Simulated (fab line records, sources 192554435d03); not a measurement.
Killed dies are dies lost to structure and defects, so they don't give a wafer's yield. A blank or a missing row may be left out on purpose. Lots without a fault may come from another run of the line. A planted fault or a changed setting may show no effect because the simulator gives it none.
Split-lot experiment | flow n5_finfet | 7 lots, 21 wafers read, on a route of 1938 steps

THE SPLIT
At N5_BEOL_M7_DESCUM_33 (chemistry O2, time 7 s), the setting time_s was moved away from the recipe's 7 s on 8 of the 21 wafers read, by -17.5% to +16.7%. The other wafers ran this setting at the recipe's value.

FROM THE SPLIT TO THE READING: what the file shows between them, 1 step
- N5_BEOL_M7_ETCH_72: etches underlayer in N2/H2, target depth 6.5 nm, time 5.2 s

THE READING
CAR-EUV_of_BEOL_M7_COAT_22.thk_nm (the simulator's own value, which no gauge read), in nm, at N5_BEOL_M7_ETCH_65 (etches SiARC in CF4, target depth 15.6 nm, time 26 s). The file gives no usual value for it. The 13 wafers here that ran the recipe average 11.2 nm, standard deviation 0.16 nm.

wafer  | tool, chamber at the split | time_s as run, s | against the recipe | CAR-EUV_of_BEOL_M7_COAT_22.thk_nm, nm | against lot-mates on the recipe
L076.1 | rie_diel-02, 1,2           | 5.775            | -17.5%             | 11.8                                  | +0.6
L076.2 | rie_diel-02, 1,2           | 5.775            | -17.5%             | 11.6                                  | +0.4
L076.5 | rie_diel-02, 2             | 7                | recipe             | 11.2                                  | -
L078.1 | rie_diel-01, 1             | 6.315            | -9.8%              | 11.8                                  | +0.4
L078.3 | rie_diel-01, 2             | 7                | recipe             | 11.2                                  | -
L078.6 | rie_diel-01, 2             | 7                | recipe             | 11.6                                  | -
L081.1 | rie_diel-06, 2,1           | 7                | recipe             | 11.2                                  | -
L081.5 | rie_diel-06, 3             | 7                | recipe             | 11.2                                  | -
L081.4 | rie_diel-06, 2,1           | 7                | recipe             | 11                                    | -
L086.1 | rie_diel-01, 0,2           | 7                | recipe             | 11                                    | -
L086.3 | rie_diel-01, 0,2           | 7                | recipe             | 11                                    | -
L086.6 | rie_diel-01, 3             | 8.17             | +16.7%             | 10.2                                  | -0.8
L093.1 | rie_diel-01, 1             | 7                | recipe             | 11                                    | -
L093.5 | rie_diel-01, 0             | 7.85             | +12.1%             | 10.6                                  | -0.4
L093.6 | rie_diel-01, 3             | 7.85             | +12.1%             | 10.8                                  | -0.2
L094.1 | rie_diel-02, 2             | 7.633            | +9.0%              | 10.8                                  | -0.4
L094.2 | rie_diel-02, 0             | 7                | recipe             | 11.2                                  | -
L094.6 | rie_diel-02, 1             | 7                | recipe             | 11.2                                  | -
L095.2 | rie_diel-01, 3,0           | 7                | recipe             | 11                                    | -
L095.3 | rie_diel-01, 0             | 7.959            | +13.7%             | 10.4                                  | -0.7
L095.4 | rie_diel-01, 3,0           | 7                | recipe             | 11.2                                  | -
Where a row lists several chambers, the file gives one row for several wafers and doesn't say which wafer went through which chamber.

THE FIT
A straight line over all 21 wafers: CAR-EUV_of_BEOL_M7_COAT_22.thk_nm changes by -0.0422 nm for each +1% of time_s; r = -0.91; the points scatter about the line by 0.18 nm.
The same after taking each lot's own level away (the mean of its wafers on the recipe; 21 wafers): -0.0354 nm for each +1%; r = -0.93; scatter 0.13 nm.
On that fit, the largest move of time_s shifts the reading by 0.62 nm.
The lots' own levels span 11.00 to 11.40 nm, that is 2.5 times the standard deviation above.
So the lot-to-lot level changes the slope: the two fits differ.
Check: with one of the wafers moved furthest among these (-17.5%) left out of the fit, the line predicts +0.598 nm for it against its lot-mates. It came out at +0.6 nm against them.

OTHER SPLITS ON THESE WAFERS
These wafers also went through other splits before the reading. Each is held against what the fit with the lots' levels taken away leaves over:
other split on the same wafers   | wafers away from the commonest value | r with CAR-EUV_of_BEOL_M7_COAT_22.thk_nm (lot level and that fit taken away)
N5_BEOL_M6_TRENCH_ETCH_37 time_s | 6                                    | +0.08
N5_BEOL_M7_COAT_71 spin_rpm      | 8                                    | +0.65

THE WHOLE CHAIN: every reading that the file lists as answering this split, in the file's order
step                 | what it does                                                | reading                                                                            | change (the file's fit)                | r (the file's)
N5_BEOL_M7_DESCUM_33 | chemistry O2, time 7 s                                      | CAR-EUV_of_BEOL_M7_COAT_22.thk_nm (the simulator's own value, which no gauge read) | -0.0337 nm for each +1% of the setting | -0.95
N5_BEOL_M7_ETCH_72   | etches underlayer in N2/H2, target depth 6.5 nm, time 5.2 s | CAR-EUV_of_BEOL_M7_COAT_22.thk_nm (the simulator's own value, which no gauge read) | -0.0381 nm for each +1% of the setting | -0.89
N5_BEOL_M7_ETCH_65   | etches SiARC in CF4, target depth 15.6 nm, time 26 s        | CAR-EUV_of_BEOL_M7_COAT_22.thk_nm (the simulator's own value, which no gauge read) | -0.039 nm for each +1% of the setting  | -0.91

THE FILE'S OWN FIT
CAR-EUV_of_BEOL_M7_COAT_22.thk_nm changes by -0.039 nm for each +1% of time_s, r = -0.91.
